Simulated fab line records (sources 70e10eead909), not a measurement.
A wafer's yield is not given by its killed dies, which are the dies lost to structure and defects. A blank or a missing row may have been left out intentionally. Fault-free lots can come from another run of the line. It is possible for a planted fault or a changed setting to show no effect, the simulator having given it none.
Matching of chambers || flow nand-harc || NHARC_P_M1_PRE_CLEAN_32 on pecvd-03: 3 sister chambers
The step time 12 s. 6 wafers are shown with their chamber, then 7 later ones without.

== WAFERS PAIRED WITH THEIR CHAMBERS ==
{"wafer": "L082.5", "chamber": 1, "heater-power-w (W)": 538}
{"wafer": "L083.2", "chamber": 1, "heater-power-w (W)": 583}
{"wafer": "L083.4", "chamber": 0, "heater-power-w (W)": 621}
{"wafer": "L083.5", "chamber": 2, "heater-power-w (W)": 562}
{"wafer": "L088.3", "chamber": 2, "heater-power-w (W)": 490}
{"wafer": "L088.5", "chamber": 0, "heater-power-w (W)": 573}

== WAFERS WITH NO CHAMBER GIVEN ==
{"wafer": "L088.6", "heater-power-w (W)": 503}
{"wafer": "L090.4", "heater-power-w (W)": 532}
{"wafer": "L090.5", "heater-power-w (W)": 625}
{"wafer": "L090.6", "heater-power-w (W)": 594}
{"wafer": "L096.1", "heater-power-w (W)": 613}
{"wafer": "L096.2", "heater-power-w (W)": 522}
{"wafer": "L096.5", "heater-power-w (W)": 538}

== WHICH CHAMBER EACH WENT THROUGH ==
{"wafer": "L088.6", "from the rows above": "can't be placed: 2 or 1 or 0", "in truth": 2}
{"wafer": "L090.4", "from the rows above": "can't be placed: 2 or 1 or 0", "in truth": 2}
{"wafer": "L090.5", "from the rows above": "can't be placed: 0 or 1 or 2", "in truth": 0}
{"wafer": "L090.6", "from the rows above": "can't be placed: 0 or 1 or 2", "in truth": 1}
{"wafer": "L096.1", "from the rows above": "can't be placed: 0 or 1 or 2", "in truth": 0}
{"wafer": "L096.2", "from the rows above": "can't be placed: 2 or 1 or 0", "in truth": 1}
{"wafer": "L096.5", "from the rows above": "can't be placed: 2 or 1 or 0", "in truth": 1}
Correctly placed: 0 of 7. Not placeable from these rows: 7 (in 7, the candidates include the true chamber). Wrongly placed: 0.
How it was worked out, from the rows above alone: a wafer's distance from a chamber is the root of the sum, over the readings, of the square of ((its reading less the chamber's mean) divided by the reading's scatter). The wafer belongs to the nearest chamber; if the next one is less than 2 further off, it can't be placed. The mean given for a chamber averages the wafers shown for that chamber. The scatter is the square root of a quotient: the sum, over the shown wafers, of each reading's squared deviation from its chamber's mean, divided by wafers minus chambers.
